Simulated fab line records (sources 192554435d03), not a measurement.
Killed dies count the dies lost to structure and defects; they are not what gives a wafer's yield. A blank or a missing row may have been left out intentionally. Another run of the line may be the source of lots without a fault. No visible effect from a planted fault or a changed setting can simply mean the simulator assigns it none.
fab line records | flow n5-finfet
record: lots: 5 wafers: 14 last-day: 18
route steps=1938 shown BEOL_M1@758 BEOL_M4@1111 PASSIVATION@1936
lots that met no fault: from a run of the same line without faults
start-h: hours from the record's first day to the start of the lot's first wafer shown | wait-h: time in hours since the lot's previous step | " unchanged from the row above | L1.1+2: a row that stands for several wafers | - either no value or no given start | * or withheld: withheld | < > ~ a bound
route shown NAME@n: names a module that has steps shown in the file, with the first one's number in the route | usual: mean and standard deviation over wafers with no fault | same: alike in all rows | chamber/n: place in a boat | sites: each site's reading | _std_site: standard deviation of those values | _edge_site: the outer-site mean with the inner-site mean subtracted | radius-mm: for every site, how far away it sits from the centre of the wafer | mask NAME#n: copy n | behind: tool/chamber where the wafer was last shaped | hold: the reason the lot was held/the length of the hold in hours/how it ended | device: names the non-switching transistor (n, p or np) | end of line: at the end of the route, the tests of the same wafers | where a step has no rows: the recipe by itself | killed: the dies lost at the first sort to structure and to defects; this is not the yield of the wafer | map: per-die view of a wafer (x killed, . not killed, _ where there is no die)
set.NAME: the run value of the setting; set.NAME@STEP: its run value at that earlier step | model.NAME: the simulator's own value behind a step, which no gauge read
a table for each step, a row for each wafer; lots at some steps of the route
services: from which hour (start-h, from the record's first day; less than 0 if before it) a tool's chamber was out of use, for how many hours, and why
== steps ==
step: N5_BEOL_M1_COAT_05
recipe: resist: CAR-EUV spin-rpm: 1500 resist-thk-nm: 30
step: N5_BEOL_M1_EBR_07
recipe: solvent: PGMEA ebr-width-mm: 1.5
step: N5_BEOL_M1_SOFTBAKE_06
recipe: temp-c: 110 time-s: 60 resist: CAR-EUV
step: N5_BEOL_M1_EXPOSE_08
recipe: mask-id: M1 na: 0.33 source-shape: dipole sigma-inner: 0.369 sigma-outer: 0.767 polarization: unpolarized dose-mj: 33
step: N5_BEOL_M1_PEB_09
recipe: peb-temp-c: 100 peb-time-s: 60 resist: CAR-EUV
step: N5_BEOL_M1_DEVELOP_10
recipe: develop-time-s: 30 developer: TMAH resist: CAR-EUV rinse-liquid: surfactant-rinse dry: air-spin dev-temp-c: 23
step: N5_BEOL_M1_CD_MEAS_11
recipe: target-cd-nm: 17.05 landing-energy-ev: 500 detector: se-inlens polarity: opening
usual: cd-nm: 17.00/0.23
same: landing-energy-ev: 500
columns lot.wafer tool chamber start-h wait-h cd-nm
L132.1 cd-sem-02 0 158.10 - 17.08
L132.3 " 0 " " 17.35
L132.4 " 0 " " 17.09
L136.2 cd-sem-02 0 205.10 - 17.46
L136.3 " 0 " " 17.11
L136.4 " 0 " " 17.14
L141.2 cd-sem-01 0 214.37 - 16.99
L141.4 " 0 " " 17.00
L141.5 " 0 " " 17.10
L146.1 cd-sem-03 0 242.51 - 17.08
L146.4 " 0 " " 16.77
L149.3 cd-sem-02 0 263.49 - 17.18
L149.4 " 0 " " 17.27
L149.6 " 0 " " 17.26
step: N5_BEOL_M1_OVL_MEAS_12
recipe: points-per-wafer: 522
usual: M1_OVL: 0.3/0.71
columns lot.wafer tool chamber start-h wait-h M1_OVL[nm]
L132.1 overlay-02 0 158.13 0.0 1.9
L132.3 " 0 " " 1.2
L132.4 " 0 " " 1.3
L136.2 overlay-02 0 205.14 0.0 -0.5
L136.3 " 0 " " -0.5
L136.4 " 0 " " -0.8
L141.2 overlay-02 0 214.40 0.0 -0.5
L141.4 " 0 " " 0.7
L141.5 " 0 " " -0.1
L146.1 overlay-02 0 242.54 0.0 -0.2
L146.4 " 0 " " -0.7
L149.3 overlay-02 0 263.53 0.0 0.5
L149.4 " 0 " " 1.0
L149.6 " 0 " " 0.5
step: N5_BEOL_M1_INSPECT_13
recipe: mode: adi inspect-instrument: brightfield
usual: raw-defect-count: 425/100
columns lot.wafer tool chamber start-h wait-h raw-defect-count
L132.1 defect-inspect-02 - 158.19 0.1 499
L132.3 " - " " 357
L132.4 " - " " 473
L136.2 defect-inspect-02 - 205.19 0.0 487
L136.3 " - " " 401
L136.4 " - " " 605
L141.2 defect-inspect-02 - 214.46 0.0 599
L141.4 " - " " 631
L141.5 " - " " 861
L146.1 defect-inspect-02 - 242.60 0.1 560
L146.4 " - " " 534
L149.3 defect-inspect-01 - 263.58 0.0 336
L149.4 " - " " 352
L149.6 " - " " 468
step: N5_BEOL_M1_DESCUM_16
recipe: chemistry: O2 time-s: 7 source-power-w: 50 bias-power-w: 20 pressure-mtorr: 20 rf-frequency-hz: 2.712e+07 temp-c: 40 resist: CAR-EUV o2-flow-sccm: 225
usual: chamber-pressure-mTorr: 19.998/0.019 drypump-motor-current-A: 5.5/0.46 oes-product-au: 0.80/0.095 rf-fwd-power-W: 49.36/0.24 rf-vpp-V: 242.7/1.3 showerhead-plenum-p-Torr: 2.07/0.063 throttle-valve-pct: 20.48/0.27
columns lot.wafer tool chamber start-h wait-h chamber-pressure-mTorr drypump-motor-current-A oes-product-au rf-fwd-power-W rf-hours-counter-h rf-vpp-V showerhead-plenum-p-Torr throttle-valve-pct
L132.1 rie-diel-04 2 158.31 0.1 19.989 4.8 0.92 49.66 26 241.5 2.05 20.23
L132.3 " 1 " " 20.033 5.5 0.66 49.72 260 245.3 2.15 21.11
L132.4 " 1 " " 19.987 5.5 0.66 49.63 - 243.9 2.15 21.12
L136.2 rie-diel-04 2 205.23 0.0 19.970 4.8 0.90 49.34 38 242.5 2.05 20.24
L136.3 " 0 " " 19.998 6.0 0.79 49.58 130 242.1 2.00 20.35
L136.4 " 1 " " 20.020 5.5 0.98 49.23 8 244.1 2.15 20.72
L141.2 rie-diel-04 0 214.49 0.0 19.992 6.0 0.79 49.33 133 241.2 2.00 20.36
L141.4 " 1 " " 20.003 5.5 0.96 49.64 11 242.6 2.15 20.72
L141.5 " 1 " " 20.045 5.5 0.97 49.72 - 244.7 2.15 20.72
L146.1 rie-diel-03 1 242.63 0.0 19.990 5.7 0.72 49.26 211 242.9 2.08 20.51
L146.4 " 3 " " 20.002 5.7 0.74 49.10 174 242.5 1.99 20.80
L149.3 rie-diel-03 0 263.85 0.3 19.971 5.7 0.74 49.41 159 240.3 1.94 20.64
L149.4 " 3 " " 20.010 5.7 0.74 48.89 180 242.1 1.99 20.78
L149.6 " 0 " " 19.989 5.7 0.73 49.52 - 239.8 1.94 20.64
step: N5_BEOL_M1_ETCH_74
recipe: chemistry: N2/H2 target: underlayer target-depth-a: 65 mask-material: CAR-EUV time-s: 5.2 ion-energy-ev: 200 pressure-mtorr: 30 source-w: 840 bias-w: 150 n2-flow-sccm: 200 h2-flow-sccm: 200 ends: cleared
usual: bias-w: 150.0/0.49 chamber-pressure-mTorr: 30.00/0.041 drypump-motor-current-A: 5.5/0.46 etch-rf-on-time-s: 5.20/0.13 oes-product-au: 0.68/0.08 rf-fwd-power-W: 818.9/2.3 rf-vpp-V: 523.0/2.4 showerhead-plenum-p-Torr: 2.52/0.072 throttle-valve-pct: 17.95/0.25
columns lot.wafer tool chamber start-h wait-h bias-w chamber-pressure-mTorr drypump-motor-current-A etch-rf-on-time-s oes-product-au rf-fwd-power-W rf-hours-counter-h rf-vpp-V showerhead-plenum-p-Torr throttle-valve-pct
L132.1 rie-diel-04 2 158.34 0.0 150.2 30.03 4.9 5.21 0.76 820.2 26 520.9 2.49 17.64
L132.3 " 1 " " 149.9 29.98 5.5 5.16 0.57 821.6 260 525.0 2.59 18.56
L132.4 " 1 " " 150.1 30.03 5.5 5.13 0.58 816.2 - 523.7 2.59 18.56
L136.2 rie-diel-04 2 205.26 0.0 149.5 29.97 4.9 5.20 0.76 821.6 38 522.8 2.49 17.64
L136.3 " 0 " " 150.2 30.03 6.0 5.07 0.69 822.7 130 522.8 2.46 17.98
L136.4 " 1 " " 150.2 29.97 5.5 4.95 0.84 816.6 8 525.7 2.59 18.09
L141.2 rie-diel-04 0 214.52 0.0 149.9 29.92 6.0 5.05 0.68 822.6 133 520.0 2.46 17.98
L141.4 " 1 " " 150.0 30.03 5.5 4.96 0.82 819.0 11 525.5 2.59 18.11
L141.5 " 1 " " 149.8 30.04 5.5 4.98 0.82 816.2 - 527.3 2.59 18.14
L146.1 rie-diel-03 1 242.67 0.0 150.0 30.00 5.6 5.19 0.61 815.3 211 524.4 2.53 17.95
L146.4 " 3 " " 149.2 30.03 5.7 5.35 0.62 818.1 174 520.4 2.43 18.21
L149.3 rie-diel-03 0 263.88 0.0 149.9 29.99 5.7 5.36 0.61 820.4 159 516.8 2.35 18.09
L149.4 " 3 " " 149.5 30.01 5.7 5.29 0.62 822.0 180 521.0 2.43 18.20
L149.6 " 0 " " 149.0 29.97 5.7 5.33 0.62 817.9 - 517.0 2.35 18.10
step: N5_BEOL_M1_ETCH_63
recipe: chemistry: CF4 target: SiARC target-depth-a: 156 mask-material: CAR-EUV time-s: 26 ion-energy-ev: 80 pressure-mtorr: 40 source-w: 545 bias-w: 36 Ar_flow_sccm: 100 cf4-flow-sccm: 100 ends: cleared
usual: bias-w: 35.99/0.11 chamber-pressure-mTorr: 39.99/0.038 drypump-motor-current-A: 5.5/0.46 etch-rf-on-time-s: 26.0/0.59 oes-product-au: 0.68/0.08 rf-fwd-power-W: 532.2/1.8 rf-vpp-V: 183.8/1.1 showerhead-plenum-p-Torr: 2.12/0.061 throttle-valve-pct: 15.68/0.26
columns lot.wafer tool chamber start-h wait-h bias-w chamber-pressure-mTorr drypump-motor-current-A etch-rf-on-time-s oes-product-au rf-fwd-power-W rf-hours-counter-h rf-vpp-V showerhead-plenum-p-Torr throttle-valve-pct
L132.1 rie-diel-04 2 158.36 0.0 36.15 39.99 4.8 25.8 0.77 530.5 26 183.6 2.10 15.33
L132.3 " 1 " " 35.75 39.99 5.5 26.2 0.57 534.0 260 182.9 2.20 16.28
L132.4 " 1 " " 35.80 40.02 5.5 26.0 0.57 532.7 - 183.2 2.20 16.28
L136.2 rie-diel-04 2 205.28 0.0 36.21 40.02 4.8 26.0 0.75 532.2 38 184.0 2.09 15.35
L136.3 " 0 " " 36.03 39.97 6.0 25.5 0.68 533.8 130 182.1 2.06 15.67
L136.4 " 1 " " 35.82 40.01 5.5 24.8 0.84 533.0 8 184.4 2.19 15.78
L141.2 rie-diel-04 0 214.54 0.0 35.83 39.95 6.0 25.9 0.68 532.8 133 183.1 2.06 15.69
L141.4 " 1 " " 36.05 40.01 5.5 25.1 0.83 533.4 11 183.8 2.19 15.79
L141.5 " 1 " " 35.97 39.95 5.5 24.9 0.82 534.4 - 184.9 2.19 15.78
L146.1 rie-diel-03 1 242.69 0.0 35.89 39.96 5.6 25.9 0.60 531.4 211 183.7 2.11 15.55
L146.4 " 3 " " 35.99 39.85 5.6 26.2 0.62 532.1 174 184.1 2.05 16.05
L149.3 rie-diel-03 0 263.90 0.0 35.94 39.99 5.6 27.2 0.62 527.6 159 182.5 1.98 15.70
L149.4 " 3 " " 36.09 40.07 5.7 26.8 0.62 529.7 180 182.9 2.05 16.07
L149.6 " 0 " " 35.85 40.02 5.6 27.2 0.62 530.4 - 183.4 1.98 15.71
step: N5_BEOL_M1_ETCH_64
recipe: chemistry: N2/H2 target: SOC target-depth-a: 750 overetch-a: 150 mask-material: SiARC temp-c: 40 time-s: 112.5 ion-energy-ev: 200 pressure-mtorr: 30 source-w: 840 bias-w: 150 n2-flow-sccm: 200 h2-flow-sccm: 200
usual: bias-w: 150.0/0.44 chamber-pressure-mTorr: 30.000/0.029 drypump-motor-current-A: 5.5/0.46 oes-product-au: 0.63/0.069 rf-fwd-power-W: 836.5/2.8 rf-vpp-V: 523.0/2.4 showerhead-plenum-p-Torr: 2.52/0.072 throttle-valve-pct: 17.91/0.25
columns lot.wafer tool chamber start-h wait-h bias-w chamber-pressure-mTorr drypump-motor-current-A oes-product-au rf-fwd-power-W rf-hours-counter-h rf-vpp-V showerhead-plenum-p-Torr throttle-valve-pct model.SiARC_of_BEOL_M1_COAT_62.thk-nm
L132.1 rie-diel-04 2 158.39 0.0 149.6 29.999 4.8 0.71 842.5 26 522.4 2.49 17.58 7
L132.3 " 1 " " 150.0 29.987 5.6 0.53 834.0 260 526.0 2.60 18.52 6.8
L132.4 " 1 " " 149.9 29.978 5.5 0.54 836.2 - 524.9 2.60 18.49 6.8
L136.2 rie-diel-04 2 205.31 0.0 149.9 30.017 4.8 0.70 835.7 38 521.9 2.49 17.60 7
L136.3 " 0 " " 149.6 29.975 6.0 0.63 837.2 130 522.3 2.46 17.95 6.6
L136.4 " 1 " " 150.1 30.029 5.5 0.76 840.3 8 524.7 2.59 18.05 6.6
L141.2 rie-diel-04 0 214.57 0.0 140.2 29.965 6.0 0.62 834.3 133 497.7 2.46 17.93 7
L141.4 " 1 " " 150.6 30.016 5.5 0.75 835.1 11 524.3 2.59 18.06 6.6
L141.5 " 1 " " 149.6 29.947 5.5 0.75 839.1 - 525.0 2.59 18.08 6.6
L146.1 rie-diel-03 1 242.71 0.0 149.9 30.031 5.7 0.57 838.7 211 523.9 2.53 17.89 6.6
L146.4 " 3 " " 149.7 29.998 5.7 0.59 834.2 174 520.7 2.43 18.15 7
L149.3 rie-diel-03 0 263.93 0.0 150.6 30.019 5.7 0.59 834.0 159 517.4 2.35 18.06 7
L149.4 " 3 " " 149.2 30.006 5.7 0.58 840.0 180 519.6 2.43 18.19 7
L149.6 " 0 " " 150.0 30.038 5.7 0.59 833.6 - 517.9 2.35 18.05 7
step: N5_BEOL_M1_STRIP_65
recipe: chemistry: N2/H2 temp-c: 40 n2-flow-sccm: 200 h2-flow-sccm: 200 rf-frequency-hz: 6e+07
step: N5_BEOL_M4_RC_MEAS_101
usual: DIBL_N: 35.9/1.7 DIBL_P: 35.8/2.2 IOFF_N: 0.15/0.03 IOFF_P: 0.21/0.036 ION_N: 674/12 ION_P: 463/7.2 SS_N: 71.3/0.59 SS_P: 73.1/0.69 VT_N: 250/3 VT_P: -251/3.2
columns lot.wafer tool chamber start-h wait-h DIBL_N[mV/V] DIBL_P[mV/V] IOFF_N[nA/um] IOFF_P[nA/um] ION_N[uA/um] ION_P[uA/um] SS_N[mV/dec] SS_P[mV/dec] VT_N[mV] VT_P[mV]
L132.1 prober-02 0 209.88 0.0 37.2 36.7 0.16 0.22 682 463 71.7 73.2 248 -249
L132.3 " 0 " " 39.4 39.9 0.22 0.28 693 472 71.7 73.4 244 -245
L132.4 " 0 " " 36.2 35.9 0.15 0.22 675 471 71.3 72.6 251 -248
L136.2 prober-02 0 240.37 0.2 35.1 35.9 0.12 0.18 649 455 70.6 72.9 255 -253
L136.3 " 0 " " 35.4 36.5 0.14 0.19 674 462 70.5 73.2 249 -254
L136.4 " 0 " " 37.8 38.1 0.17 0.20 678 462 71.1 73.8 250 -251
L141.2 prober-01 0 268.94 0.2 34.4 36.4 0.15 0.19 675 463 71.0 73.3 250 -250
L141.4 " 0 " " 36.4 38.8 0.18 0.23 679 461 71.9 73.9 248 -250
L141.5 " 0 " " 32.5 34.2 0.12 0.16 669 467 70.7 73.5 254 -251
L146.1 prober-02 0 292.92 0.0 37.5 37.8 0.18 0.26 683 476 71.2 73.2 248 -246
L146.4 " 0 " " 36.1 36.4 0.15 0.26 665 468 71.5 72.7 250 -246
L149.3 prober-02 0 315.68 0.3 34.9 34.7 0.12 0.16 678 454 70.8 72.5 255 -255
L149.4 " 0 " " 38.3 39.3 0.18 0.22 681 469 72.2 73.7 249 -251
L149.6 " 0 " " 37.3 36.8 0.15 0.19 678 460 71.2 73.5 252 -253
step: N5_PASSIVATION_PROBE_49
usual: defect-limited-yield: 91.0/1.5 killed_at_M0_to_M3: 35/12 killed_at_M4_up: 15/5.8 killed-at-contacts: 14/7.2 killed-at-front-end: 40/10 killed-at-other: 3/3 killed-dies: 106/18 killed-open: 68/14 killed-short: 35/7.2 sort_bin_5_function: 5.2/0.96 sort_bin_6_memory: 3.3/0.69 sort_bin_8_speed: 0.00/0.022 sort-n-pass: 1074/18 sort-yield-pct: 91.0/1.5
same: gross-dies: 1180 killed-at-back-side: 0 sort_bin_4_leakage[%]: 0
columns lot.wafer tool chamber start-h wait-h defect-limited-yield[%] killed_at_M0_to_M3 killed_at_M4_up killed-at-contacts killed-at-front-end killed-at-other killed-dies killed-open killed-short sort_bin_5_function[%] sort_bin_6_memory[%] sort_bin_8_speed[%] sort-n-pass sort-yield-pct[%]
L132.1 prober-01 - 308.26 0.0 87.1 52 16 18 65 1 152 92 50 7.9 3.9 0 1028 87.1
L132.3 prober-01 - 308.36 0.1 90.2 47 13 22 31 3 116 77 36 5.8 3.8 0 1064 90.2
L132.4 prober-01 - 308.41 0.2 90.8 49 7 18 32 2 108 64 42 5.9 2.9 0 1072 90.8
L136.2 prober-02 - 336.29 0.1 91.9 18 12 14 52 0 96 52 34 4.7 2.7 0 1084 91.9
L141.2 prober-02 - 365.15 0.6 90.6 38 16 17 37 3 111 67 36 4.9 3.9 0 1069 90.6
L141.4 prober-02 - 365.25 0.7 91.0 48 17 6 35 0 106 76 30 5.8 3.1 0 1074 91.0
L141.5 prober-02 - 365.30 0.7 91.2 47 15 4 29 9 104 55 44 4.8 3.4 0 1076 91.2
L146.1 prober-02 - 391.52 0.0 89.6 49 13 16 38 7 123 81 42 6.0 3.7 0 1057 89.6
L146.4 prober-02 - 391.67 0.2 93.0 29 11 14 25 4 83 57 24 4.7 2.2 0.08 1097 93.0
L149.3 prober-02 - 425.06 0.1 88.6 33 12 8 80 1 134 93 37 6.8 4.1 0 1046 88.6
L149.4 prober-02 - 425.11 0.2 90.8 27 15 16 47 4 109 69 33 5.0 3.8 0 1071 90.8
L149.6 prober-02 - 425.21 0.3 90.5 32 21 8 47 4 112 72 35 5.1 3.8 0 1068 90.5
killed by level:class
L132.1 FIN_SAQP:geometric-particle:short=17 MOL_CONTACT_COAG:geometric-particle:open=17 BEOL_M2:geometric-particle:open=15 STI_FIN_REVEAL:geometric-particle:open=11 BEOL_M1:geometric-particle:open=11 BEOL_M0_SAQP:geometric-particle:short=10 HKMG_FIN:area-etch=8 GATE_CUT:geometric-particle:short=7
L132.3 MOL_CONTACT_COAG:geometric-particle:open=18 BEOL_M2:geometric-particle:open=15 BEOL_M1:geometric-particle:open=10 BEOL_M0_SAQP:geometric-particle:short=7 BEOL_M4:geometric-particle:open=5 STARTING-WAFER:geometric-particle:open=5 FIN_SAQP:geometric-particle:short=4 STI_FIN_REVEAL:geometric-particle:open=4
L132.4 MOL_CONTACT_COAG:geometric-particle:open=15 FIN_SAQP:geometric-particle:open=11 BEOL_M0_SAQP:geometric-particle:short=10 BEOL_M2:geometric-particle:open=10 FIN_SAQP:geometric-particle:short=9 BEOL_M0_SAQP:geometric-particle:open=8 BEOL_M3:geometric-particle:open=7 BEOL_M2:geometric-particle:short=6
L136.2 FIN_SAQP:geometric-particle:short=15 MOL_CONTACT_COAG:geometric-particle:open=12 FIN_SAQP:geometric-particle:open=8 HKMG_FIN:area-etch=7 ILD0:geometric-particle:short=5 BEOL_M1:geometric-particle:open=4 STARTING-WAFER:geometric-particle:open=4 STI_FIN_REVEAL:geometric-particle:open=3
L141.2 BEOL_M2:geometric-particle:open=15 FIN_SAQP:geometric-particle:short=10 MOL_CONTACT_COAG:geometric-particle:open=10 FIN_SAQP:geometric-particle:open=9 BEOL_M4:geometric-particle:open=8 BEOL_M3:geometric-particle:open=7 MOL_CONTACT_COAG:geometric-particle:short=6 HKMG_FIN:area-etch=6
L141.4 BEOL_M0_SAQP:geometric-particle:open=13 BEOL_M4:geometric-particle:open=11 BEOL_M3:geometric-particle:open=9 BEOL_M0_SAQP:geometric-particle:short=7 BEOL_M2:geometric-particle:open=7 FIN_SAQP:geometric-particle:open=5 ILD0:geometric-particle:open=5 MOL_CONTACT_COAG:geometric-particle:open=5
L141.5 BEOL_M0_SAQP:geometric-particle:short=13 BEOL_M0_SAQP:geometric-particle:open=13 BEOL_M2:geometric-particle:open=10 FIN_SAQP:geometric-particle:short=8 BEOL_M4:geometric-particle:open=7 BEOL_M3:geometric-particle:open=5 FIN_SAQP:geometric-particle:open=4 GATE_CUT:geometric-particle:short=4
L146.1 BEOL_M2:geometric-particle:open=20 MOL_CONTACT_COAG:geometric-particle:open=14 GATE_CUT:geometric-particle:short=6 GATE_CUT:geometric-particle:open=6 BEOL_M0:geometric-particle:open=6 STI_FIN_REVEAL:geometric-particle:open=5 BEOL_M0_SAQP:geometric-particle:short=5 BEOL_M1:geometric-particle:open=5
L146.4 MOL_CONTACT_COAG:geometric-particle:open=12 STI_FIN_REVEAL:geometric-particle:open=11 BEOL_M0_SAQP:geometric-particle:open=5 BEOL_M2:geometric-particle:open=5 BEOL_M0:geometric-particle:open=4 BEOL_M3:geometric-particle:open=4 BEOL_M4:geometric-particle:open=4 STARTING-WAFER:geometric-particle:open=4
L149.3 FIN_SAQP:geometric-particle:open=20 STI_FIN_REVEAL:geometric-particle:open=19 FIN_SAQP:geometric-particle:short=14 BEOL_M0_SAQP:geometric-particle:open=11 DUMMY_GATE:geometric-particle:open=8 BEOL_M4:geometric-particle:open=7 MOL_CONTACT_COAG:geometric-particle:open=6 BEOL_M0_SAQP:geometric-particle:short=6
L149.4 MOL_CONTACT_COAG:geometric-particle:open=14 BEOL_M0_SAQP:geometric-particle:open=14 FIN_SAQP:geometric-particle:short=7 DUMMY_GATE:geometric-particle:open=7 BEOL_M0_SAQP:geometric-particle:short=7 FIN_SAQP:geometric-particle:open=6 STI_FIN_REVEAL:geometric-particle:open=6 STI_FIN_REVEAL:geometric-particle:short=4
L149.6 BEOL_M2:geometric-particle:open=13 STI_FIN_REVEAL:geometric-particle:short=8 BEOL_M0_SAQP:geometric-particle:short=7 BEOL_M4:geometric-particle:open=7 FIN_SAQP:geometric-particle:open=6 STI_FIN_REVEAL:geometric-particle:open=6 MOL_CONTACT_COAG:geometric-particle:open=6 BEOL_M0_SAQP:geometric-particle:open=6
== services ==
columns tool chamber start-h hours kind
rie-diel-04 - 156.34 0.4 repair
rie-diel-04 1 158.58 - clean
rie-diel-04 1 158.58 - consumable-replace:focus-ring
rie-diel-04 1 158.58 11.0 scheduled-down
rie-diel-04 1 158.58 11.0 vent-cycle
rie-diel-03 0 159.43 22.4 repair
rie-diel-03 0 188.15 20.7 repair
== key ==
first-sign: step: N5_BEOL_M1_ETCH_64 reading: bias-w direction: down sigmas: 23 usual: * struck: *
effect: step: N5_BEOL_M1_ETCH_64 reading: rf-vpp-V direction: down sigmas: 11 usual: 523.0 struck: 497.7
model-effect: step: N5_BEOL_M1_ETCH_64 value: SiARC_of_BEOL_M1_COAT_62.thk-nm without: 6.4 struck: 7
met-at N5_BEOL_M1_ETCH_64
struck-wafers L141.2
onset-between 205.31 214.57
fault: kind: process-parameter-drift tool: rie-diel-04 chamber: 0 onset-h: 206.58 steps: N5_BEOL_M1_ETCH_64 channel: bias-w offset: * shape: step end-h: 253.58 acts-in: * stated: *
